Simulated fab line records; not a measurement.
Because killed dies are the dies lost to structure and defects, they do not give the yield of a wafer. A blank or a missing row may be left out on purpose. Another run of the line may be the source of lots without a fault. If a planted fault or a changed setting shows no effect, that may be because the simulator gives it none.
fab line records | flow n5-finfet | part 1 of 2: steps 1 to 4 of 6
record: lots: 20 wafers: 60 last-day: 19
route steps=1938 shown BEOL_M3@1012 BEOL_M4@1037
lots untouched by any fault: they come from a run of this same line in which no faults occurred
start-h: start of the lot's first displayed wafer, in hours after the record's first day | wait-h: how many hours have passed since the lot's step before this one | " same as the row above | L1.1+2: a row that stands for several wafers | - no value, or no start was given | * or withheld: withheld | < > ~ a bound
route shown NAME@n: a module of which the file shows steps, and the number in the route of the first | usual: average and standard deviation across the fault-free wafers | same: alike in all rows | chamber/n: place in a boat | sites: per-site readings | _std_site: their standard deviation | _edge_site: outer sites' mean less inner sites' | radius-mm: for every site, how far away it sits from the centre of the wafer | mask NAME#n: copy n | behind: the most recent tool/chamber to have shaped the wafer | hold: what put the lot on hold/how long, in hours/how the hold closed | device: names the non-switching transistor (n, p or np) | end of line: at the end of the route, the tests of the same wafers | step lacking rows: just its recipe | killed: at the first sort, the dies lost to defects and structure; wafer yield is something else | map: shows each die of a wafer: x if killed, . if not, _ if none is there
set.NAME: the run value of the setting; set.NAME@STEP: its run value at that earlier step | model.NAME: the simulator's own value behind a step, which no gauge read
one table for each step of the route and one row for each wafer, over a sample of lots
services: from which hour (start-h, from the record's first day; less than 0 if before it) a tool's chamber was out of use, for how many hours, and why
== steps ==
step: N5_BEOL_M3_ANNEAL_51
recipe: temp-c: 225 time-s: 90 ambient: N2
usual: wafer_temp_C_max: 226.04/0.27
columns lot.wafer tool chamber start-h wait-h wafer_temp_C_max
L075.2 rtp-anneal-01 0 165.51 1.3 226.01
L075.3 " 0 " " 225.78
L075.5 " 0 " " 225.83
L074.2 rtp-anneal-01 0 169.91 0.1 225.61
L074.3 " 0 " " 226.05
L074.6 " 0 " " 225.68
L076.1 rtp-anneal-02 0 175.67 0.1 226.32
L076.4 " 0 " " 226.07
L076.5 " 0 " " 226.30
L077.3 rtp-anneal-02 0 187.18 4.8 225.82
L077.5 " 0 " " 226.51
L077.6 " 0 " " 226.02
L078.1 rtp-anneal-02 0 187.36 4.4 226.10
L078.2 " 0 " " 226.16
L078.3 " 0 " " 225.72
L079.2 rtp-anneal-02 0 199.59 2.3 225.91
L079.4 " 0 " " 226.13
L079.6 " 0 " " 225.74
L081.2 rtp-anneal-02 0 203.43 1.1 225.42
L081.3 " 0 " " 225.70
L081.5 " 0 " " 226.15
L080.1 rtp-anneal-02 0 206.71 1.2 226.48
L080.2 " 0 " " 226.28
L080.6 " 0 " " 226.11
L082.4 rtp-anneal-02 0 207.52 0.2 225.96
L082.5 " 0 " " 225.70
L082.6 " 0 " " 225.77
L084.1 rtp-anneal-02 0 225.07 0.1 225.74
L084.4 " 0 " " 225.91
L084.6 " 0 " " 226.25
L083.2 rtp-anneal-02 0 229.67 1.2 226.06
L083.3 " 0 " " 226.46
L083.5 " 0 " " 226.58
L085.2 rtp-anneal-02 0 233.96 2.3 226.35
L085.3 " 0 " " 225.77
L085.6 " 0 " " 226.36
L086.2 rtp-anneal-02 0 252.77 2.4 226.57
L086.3 " 0 " " 226.14
L086.4 " 0 " " 226.32
L087.1 rtp-anneal-01 0 264.85 0.1 225.69
L087.2 " 0 " " 225.94
L087.6 " 0 " " 225.63
L091.3 rtp-anneal-01 0 270.45 0.1 225.59
L091.4 " 0 " " 225.75
L091.6 " 0 " " 226.13
L092.4 rtp-anneal-02 0 280.11 0.2 225.75
L092.5 " 0 " " 226.77
L092.6 " 0 " " 226.01
L090.2 rtp-anneal-02 0 283.59 0.1 226.41
L090.3 " 0 " " 226.48
L090.4 " 0 " " 226.78
L093.1 rtp-anneal-02 0 290.74 0.1 226.28
L093.2 " 0 " " 226.50
L093.4 " 0 " " 226.12
L094.1 rtp-anneal-01 0 301.54 0.1 226.02
L094.2 " 0 " " 226.30
L094.3 " 0 " " 225.70
L095.1 rtp-anneal-01 0 304.98 0.1 225.95
L095.4 " 0 " " 225.68
L095.5 " 0 " " 226.11
step: N5_BEOL_M4_DESCUM_16
recipe: chemistry: O2 time-s: 7 source-power-w: 50 bias-power-w: 20 pressure-mtorr: 20 rf-frequency-hz: 2.712e+07 temp-c: 40 resist: CAR-EUV o2-flow-sccm: 225
usual: drypump-motor-current-A: 5.68/0.26 oes-product-au: 0.84/0.081 rf-fwd-power-W: 49.26/0.29 rf-vpp-V: 243.6/1.4 showerhead-plenum-p-Torr: 2.12/0.072 throttle-valve-pct: 20.23/0.3
columns lot.wafer tool chamber start-h wait-h drypump-motor-current-A oes-product-au rf-fwd-power-W rf-hours-counter-h rf-vpp-V showerhead-plenum-p-Torr throttle-valve-pct
L075.2 rie-diel-04 3 167.91 0.0 6.02 0.88 49.74 42 244.6 2.23 20.43
L075.3 " 1 " " 6.08 0.97 49.23 6 243.7 2.13 20.22
L075.5 " 2 " " 5.47 0.68 49.47 - 241.8 1.98 20.89
L074.2 rie-diel-04 2 171.70 0.1 5.45 0.67 49.54 219 240.6 1.98 20.90
L074.3 " 3 " " 6.01 0.88 49.47 43 245.4 2.23 20.44
L074.6 " 1 " " 6.03 0.97 49.27 - 243.6 2.13 20.21
L076.1 rie-diel-05 1 177.87 0.0 5.80 0.93 49.38 13 243.4 2.13 19.80
L076.4 " 2 " " 6.16 0.84 49.33 - 242.9 2.10 20.46
L076.5 " 0 " " 5.58 0.78 49.33 - 243.0 2.12 20.26
L077.3 rie-diel-05 2 188.75 0.0 6.15 0.84 49.24 74 243.5 2.10 20.47
L077.5 " 2 " " 6.14 0.83 49.44 - 243.0 2.10 20.46
L077.6 " 1 " " 5.80 0.91 49.74 - 244.0 2.13 19.80
L078.1 rie-diel-06 1 189.15 0.2 5.61 0.83 48.95 83 243.2 2.04 20.24
L078.2 " 2 " " 5.74 0.88 48.81 44 246.2 2.21 20.00
L078.3 " 0 " " 5.58 0.85 49.08 57 245.5 2.21 20.41
L079.2 rie-diel-06 2 202.83 0.0 5.74 0.87 49.05 49 244.8 2.21 19.99
L079.4 " 1 " " 5.60 0.83 48.99 87 242.2 2.04 20.22
L079.6 " 1 " " 5.62 0.82 49.21 - 241.8 2.04 20.26
L081.2 rie-diel-04 1 207.84 0.2 6.08 0.94 49.08 17 245.1 2.13 20.23
L081.3 " 0 " " 5.41 0.67 49.41 240 241.2 2.07 20.41
L081.5 " 1 " " 6.05 0.95 49.18 - 243.9 2.13 20.21
L080.1 rie-diel-06 1 210.85 0.0 5.60 0.83 49.06 89 240.7 2.04 20.24
L080.2 " 2 " " 5.73 0.86 48.82 51 246.3 2.21 20.00
L080.6 " 1 " " 5.61 0.83 49.06 - 241.8 2.04 20.24
L082.4 rie-diel-06 0 211.21 0.0 5.55 0.85 49.37 63 244.6 2.20 20.40
L082.5 " 0 " " 5.58 0.84 49.40 - 241.9 2.21 20.41
L082.6 " 3 " " 5.26 0.97 48.93 - 244.6 2.13 19.75
L084.1 rie-diel-04 1 226.78 0.0 5.99 0.93 49.47 24 242.9 2.12 20.22
L084.4 " 2 " " 5.45 0.67 49.62 234 240.6 1.97 20.93
L084.6 " 1 " " 6.03 0.92 49.39 - 244.0 2.12 20.22
L083.2 rie-diel-04 1 233.78 0.3 6.03 0.92 48.96 25 243.7 2.12 20.21
L083.3 " 3 " " 6.02 0.86 49.29 61 246.3 2.22 20.45
L083.5 " 2 " " 5.43 0.66 49.69 - 241.7 1.97 20.94
L085.2 rie-diel-06 2 236.80 0.0 5.73 0.86 49.01 57 244.7 2.21 20.03
L085.3 " 1 " " 5.61 0.81 49.20 96 241.9 2.03 20.24
L085.6 " 1 " " 5.60 0.81 48.85 - 242.7 2.03 20.25
L086.2 rie-diel-06 1 254.64 0.0 5.60 0.80 48.94 101 242.9 2.03 20.24
L086.3 " 3 " " 5.26 0.93 48.84 17 244.0 2.12 19.75
L086.4 " 2 " " 5.73 0.84 48.99 63 245.2 2.21 20.01
L087.1 rie-diel-06 3 267.36 0.5 5.26 0.93 48.46 21 244.0 2.12 19.78
L087.2 " 2 " " 5.76 0.83 49.08 68 244.4 2.20 20.02
L087.6 " 3 " " 5.26 0.93 48.73 - 244.2 2.12 19.77
L091.3 rie-diel-05 2 272.51 0.0 6.15 0.81 49.02 104 243.3 2.09 20.53
L091.4 " 1 " " 5.81 0.86 49.36 47 244.5 2.11 19.82
L091.6 " 3 " " 5.94 0.91 49.72 - 242.8 2.05 20.26
L092.4 rie-diel-06 2 284.98 0.2 5.75 0.83 49.03 73 244.6 2.20 20.03
L092.5 " 2 " " 5.75 0.83 49.02 - 244.4 2.20 20.01
L092.6 " 1 " " 5.60 0.79 49.31 - 242.2 2.03 20.27
L090.2 rie-diel-06 2 286.14 0.2 5.74 0.83 49.07 74 244.1 2.20 20.03
L090.3 " 1 " " 5.62 0.78 49.11 112 242.2 2.03 20.28
L090.4 " 0 " " 5.61 0.82 49.64 85 244.6 2.20 20.45
L093.1 rie-diel-05 3 293.94 0.6 5.94 0.89 49.53 25 241.6 2.04 20.26
L093.2 " 0 " " 5.55 0.75 49.59 155 243.3 2.11 20.30
L093.4 " 2 " " 6.16 0.79 49.23 111 242.7 2.08 20.52
L094.1 rie-diel-05 2 304.63 1.0 6.16 0.79 49.27 118 243.2 2.08 20.53
L094.2 " 1 " " 5.80 0.84 49.50 61 243.7 2.11 19.87
L094.3 " 3 " " 5.91 0.89 49.78 31 244.6 2.04 20.29
L095.1 rie-diel-05 3 308.51 1.2 5.90 0.88 49.64 33 242.4 2.04 20.30
L095.4 " 2 " " 6.14 0.78 49.49 - 243.3 2.08 20.53
L095.5 " 3 " " 5.87 0.87 49.63 - 244.1 2.04 20.29
step: N5_BEOL_M4_ETCH_69
recipe: chemistry: CF4 target: SiARC target-depth-a: 156 mask-material: CAR-EUV time-s: 26 ion-energy-ev: 80 pressure-mtorr: 40 source-w: 545 bias-w: 36 Ar_flow_sccm: 100 cf4-flow-sccm: 100 ends: cleared
usual: cf4-flow-sccm: 99.9/0.32 drypump-motor-current-A: 5.71/0.27 etch-rf-on-time-s: 25.8/0.51 oes-product-au: 0.72/0.072 rf-fwd-power-W: 531.9/2.2 rf-vpp-V: 184.4/1.2 showerhead-plenum-p-Torr: 2.17/0.075 throttle-valve-pct: 15.49/0.24
columns lot.wafer tool chamber start-h wait-h cf4-flow-sccm drypump-motor-current-A etch-rf-on-time-s oes-product-au rf-fwd-power-W rf-hours-counter-h rf-vpp-V showerhead-plenum-p-Torr throttle-valve-pct
L075.2 rie-diel-06 1 169.07 0.0 100.1 5.61 25.0 0.73 530.2 75 184.0 2.10 15.41
L075.3 " 3 " " 100.0 5.27 25.0 0.60 529.8 249 185.2 2.20 15.56
L075.5 " 1 " " 99.9 5.59 25.2 0.74 531.6 - 182.4 2.10 15.42
L074.2 rie-diel-06 0 172.63 0.0 99.5 5.59 25.6 0.73 529.7 51 185.5 2.26 15.59
L074.3 " 2 " " 100.2 5.77 25.9 0.75 530.0 37 185.9 2.28 15.23
L074.6 " 1 " " 99.6 5.62 25.3 0.72 527.7 - 181.8 2.10 15.40
L076.1 rie-diel-04 3 178.79 0.0 100.1 6.04 25.6 0.75 530.6 45 185.7 2.27 15.54
L076.4 " 2 " " 100.1 5.44 25.9 0.59 533.7 220 183.6 2.03 16.04
L076.5 " 2 " " 100.0 5.43 26.0 0.59 535.4 - 182.6 2.03 16.02
L077.3 rie-diel-06 1 189.81 0.0 100.0 5.64 25.5 0.72 530.1 83 183.0 2.10 15.43
L077.5 " 2 " " 100.1 5.75 26.0 0.74 529.1 - 185.1 2.27 15.24
L077.6 " 0 " " 99.9 5.59 25.8 0.73 534.6 - 185.0 2.26 15.61
L078.1 rie-diel-04 0 190.19 0.0 100.2 5.43 26.8 0.58 532.5 235 183.3 2.13 15.66
L078.2 " 1 " " 100.2 6.03 24.9 0.82 528.6 12 183.9 2.17 15.38
L078.3 " 2 " " 100.3 5.44 25.9 0.59 534.7 224 182.1 2.03 16.03
L079.2 rie-diel-05 0 203.82 0.0 99.8 5.56 26.1 0.65 533.3 125 183.6 2.15 15.33
L079.4 " 2 " " 99.6 6.13 26.6 0.70 533.9 - 184.2 2.15 15.69
L079.6 " 0 " " 99.9 5.57 26.1 0.66 537.3 - 183.6 2.15 15.33
L081.2 rie-diel-04 2 208.82 0.0 99.2 5.47 26.4 0.58 535.2 229 182.2 2.03 16.06
L081.3 " 1 " " 99.9 6.07 25.7 0.80 531.0 18 185.2 2.17 15.40
L081.5 " 3 " " 100.5 6.03 25.9 0.75 533.5 - 184.5 2.27 15.55
L080.1 rie-diel-05 2 212.03 0.0 100.4 6.13 26.2 0.70 530.9 85 184.4 2.15 15.72
L080.2 " 0 " " 99.9 5.54 26.0 0.65 531.4 129 183.5 2.14 15.33
L080.6 " 2 " " 99.9 6.14 26.4 0.69 533.2 - 185.2 2.15 15.70
L082.4 rie-diel-04 1 212.28 0.0 100.4 6.09 25.5 0.80 534.8 19 184.8 2.17 15.40
L082.5 " 3 " " 99.9 6.01 25.6 0.74 531.6 - 184.4 2.27 15.55
L082.6 " 0 " " 99.3 5.48 27.0 0.57 530.8 - 184.7 2.12 15.69
L084.1 rie-diel-05 3 227.71 0.0 100.0 5.89 26.3 0.81 532.1 4 183.4 2.12 15.48
L084.4 " 1 " " 99.7 5.80 26.5 0.74 531.5 33 183.7 2.18 15.14
L084.6 " 3 " " 100.1 5.91 26.4 0.81 531.4 - 182.5 2.12 15.46
L083.2 rie-diel-04 1 234.90 0.0 100.0 6.06 25.6 0.79 535.6 25 183.0 2.17 15.41
L083.3 " 0 " " 100.2 5.39 27.2 0.56 531.8 249 184.3 2.12 15.68
L083.5 " 0 " " 100.2 5.37 27.1 0.57 528.7 - 183.0 2.12 15.68
L085.2 rie-diel-06 2 237.72 0.0 100.3 5.76 25.8 0.72 532.2 58 184.1 2.27 15.27
L085.3 " 0 " " 99.7 5.57 25.7 0.70 531.0 70 184.5 2.26 15.64
L085.6 " 1 " " 99.6 5.63 25.3 0.71 530.4 - 183.8 2.09 15.44
L086.2 rie-diel-04 1 255.57 0.0 99.6 6.07 25.3 0.77 531.6 34 183.8 2.17 15.43
L086.3 " 0 " " 99.4 5.45 25.8 0.83 532.2 1 182.1 2.12 15.20
L086.4 " 3 " " 99.3 6.02 25.5 0.72 531.7 70 185.4 2.26 15.58
L087.1 rie-diel-04 1 268.28 0.0 100.2 6.05 25.4 0.77 534.3 37 183.5 2.16 15.42
L087.2 " 3 " " 99.6 6.00 25.6 0.71 533.2 74 184.2 2.26 15.58
L087.6 " 2 " " 100.3 5.46 26.5 0.57 538.3 - 181.8 2.02 16.09
L091.3 rie-diel-04 1 273.59 0.0 100.1 6.05 25.2 0.77 530.5 40 184.8 2.16 15.44
L091.4 " 3 " " 100.6 6.02 25.4 0.72 530.7 - 184.2 2.26 15.60
L091.6 " 1 " " 99.9 5.99 25.3 0.77 527.6 - 184.9 2.16 15.46
L092.4 rie-diel-04 3 286.15 0.0 100.0 6.02 25.5 0.71 534.0 - 186.6 2.26 15.59
L092.5 " 1 " " 100.6 6.05 25.7 0.76 531.7 - 184.3 2.16 15.45
L092.6 " 0 " " 99.8 5.45 25.9 0.79 531.8 - 184.4 2.12 15.22
L090.2 rie-diel-04 1 287.17 0.0 99.8 6.04 25.4 0.76 529.4 46 184.6 2.16 15.45
L090.3 " 3 " " 99.6 6.03 25.4 0.71 528.5 83 185.0 2.26 15.61
L090.4 " 1 " " 99.7 6.04 25.4 0.75 531.6 - 186.2 2.16 15.44
L093.1 rie-diel-05 0 294.96 0.0 100.1 5.57 26.5 0.63 534.4 156 185.8 2.14 15.40
L093.2 " 2 " " 100.2 6.14 26.5 0.67 532.0 112 183.6 2.14 15.77
L093.4 " 3 " " 100.5 5.91 26.7 0.76 534.4 25 184.3 2.12 15.51
L094.1 rie-diel-06 1 306.82 0.0 100.4 5.61 25.5 0.68 534.1 122 182.0 2.08 15.50
L094.2 " 2 " " 99.9 5.73 26.0 0.69 534.0 85 185.9 2.26 15.32
L094.3 " 0 " " 100.3 5.59 25.9 0.68 531.7 93 185.6 2.25 15.70
L095.1 rie-diel-06 1 309.96 0.0 99.7 5.63 25.3 0.69 529.1 124 183.4 2.08 15.49
L095.4 " 0 " " 100.0 5.60 25.5 0.69 534.0 95 186.3 2.25 15.70
L095.5 " 0 " " 99.6 5.57 25.8 0.69 532.2 - 185.1 2.25 15.69
step: N5_BEOL_M4_ALD_98
recipe: material: SiO2 target-thk-a: 25 temp-c: 100 ald-precursor-family: BDEAS ald-co-reactant: O2-plasma pulse-time-s: 1 co-reactant-pulse-time-s: 1 purge-time-s: 2 co-reactant-purge-time-s: 2 ald-cycles: 17 pressure-torr: 2
usual: heater-power-w: 79/8.6 precursor-pulse-height-rel: 0.999/0.018
columns lot.wafer tool chamber start-h wait-h heater-power-w precursor-pulse-height-rel
L075.2 ald-sin-03 1 169.15 0.1 93 1.011
L075.3 " 0 " " 76 0.987
L075.5 " 3 " " 70 0.988
L074.2 ald-sin-04 3 172.71 0.1 90 0.994
L074.3 " 2 " " 74 1.003
L074.6 " 3 " " 89 1.020
L076.1 ald-sin-04 0 179.22 0.4 66 0.981
L076.4 " 1 " " 71 1.025
L076.5 " 2 " " 72 1.029
L077.3 ald-sin-04 2 190.87 1.0 73 1.007
L077.5 " 1 " " 71 0.989
L077.6 " 0 " " 68 0.951
L078.1 ald-sin-04 2 190.96 0.7 74 0.985
L078.2 " 0 " " 68 1.010
L078.3 " 1 " " 70 0.988
L079.2 ald-sin-04 3 203.99 0.1 89 1.007
L079.4 " 1 " " 71 0.998
L079.6 " 2 " " 73 1.008
L081.2 ald-sin-03 2 209.81 1.0 76 1.000
L081.3 " 1 " " 93 0.971
L081.5 " 1 " " 93 0.985
L080.1 ald-sin-01 0 212.11 0.1 86 0.981
L080.2 " 3 " " 90 0.995
L080.6 " 0 " " 86 1.011
L082.4 ald-sin-04 0 212.38 0.1 68 1.018
L082.5 " 3 " " 90 0.989
L082.6 " 0 " " 67 0.986
L084.1 ald-sin-01 0 227.95 0.2 87 1.002
L084.4 " 3 " " 90 0.983
L084.6 " 1 " " 84 1.017
L083.2 ald-sin-04 1 234.98 0.1 73 1.018
L083.3 " 0 " " 68 0.981
L083.5 " 1 " " 72 1.005
L085.2 ald-sin-04 0 237.80 0.1 68 1.018
L085.3 " 1 " " 72 1.023
L085.6 " 3 " " 90 0.995
L086.2 ald-sin-04 3 255.65 0.1 90 0.984
L086.3 " 0 " " 67 0.977
L086.4 " 2 " " 72 1.000
L087.1 ald-sin-01 2 269.06 0.7 80 1.017
L087.2 " 0 " " 88 1.016
L087.6 " 2 " " 78 0.993
L091.3 ald-sin-01 2 273.83 0.2 80 0.980
L091.4 " 0 " " 86 0.973
L091.6 " 2 " " 78 1.009
L092.4 ald-sin-01 1 286.42 0.2 84 1.000
L092.5 " 1 " " 84 0.976
L092.6 " 0 " " 89 1.006
L090.2 ald-sin-03 2 287.45 0.3 75 1.023
L090.3 " 0 " " 76 0.975
L090.4 " 3 " " 68 0.995
L093.1 ald-sin-03 0 295.04 0.1 75 0.992
L093.2 " 2 " " 75 0.999
L093.4 " 1 " " 93 0.995
L094.1 ald-sin-04 3 307.10 0.3 84 0.990
L094.2 " 1 " " 74 1.036
L094.3 " 0 " " 67 0.969
L095.1 ald-sin-03 2 310.05 0.1 74 0.987
L095.4 " 1 " " 93 1.000
L095.5 " 3 " " 68 0.966
